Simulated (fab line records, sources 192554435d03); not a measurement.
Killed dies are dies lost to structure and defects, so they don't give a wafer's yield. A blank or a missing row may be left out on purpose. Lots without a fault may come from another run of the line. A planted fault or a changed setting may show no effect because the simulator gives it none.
Chamber matching | flow n5_finfet | N5_BEOL_M7_ETCH_61 on rie_diel-06: 4 sister chambers
The step etches SiARC in CF4, target depth 45.5 nm, time 75.8 s. 4 wafers are shown with their chamber, then 7 later ones without.

WAFERS WITH THEIR CHAMBER
wafer  | chamber | showerhead_plenum_p_Torr (Torr)
L075.3 | 2       | 2.11
L082.6 | 1       | 2.25
L087.1 | 3       | 2.08
L087.2 | 0       | 2.09

WAFERS WITHOUT THEIR CHAMBER
wafer  | showerhead_plenum_p_Torr (Torr)
L087.3 | 2.10
L097.2 | 2.08
L097.3 | 2.07
L097.6 | 2.08
L096.3 | 2.07
L096.4 | 2.07
L096.6 | 2.08

WHICH CHAMBER EACH WENT THROUGH
wafer  | from the rows above          | in truth
L087.3 | can't be placed: 2 or 0 or 3 | 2
L097.2 | can't be placed: 3 or 0      | 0
L097.3 | can't be placed: 3 or 0      | 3
L097.6 | can't be placed: 3 or 0      | 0
L096.3 | can't be placed: 3 or 0      | 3
L096.4 | can't be placed: 3 or 0      | 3
L096.6 | can't be placed: 3 or 0      | 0
Placed correctly: 0 of 7. Can't be placed from these rows: 7 (the true chamber is among the candidates in 7). Placed wrongly: 0.
How it was worked out, from the rows above alone: a wafer's distance from a chamber is the root of the sum, over the readings, of the square of ((its reading less the chamber's mean) divided by the reading's scatter). The wafer belongs to the nearest chamber; if the next one is less than 2 further off, it can't be placed. A chamber's mean is the mean of its shown wafers. The scatter: with one shown wafer a chamber, the root of the mean of the squares of how far each hidden wafer lies from its nearest shown one.
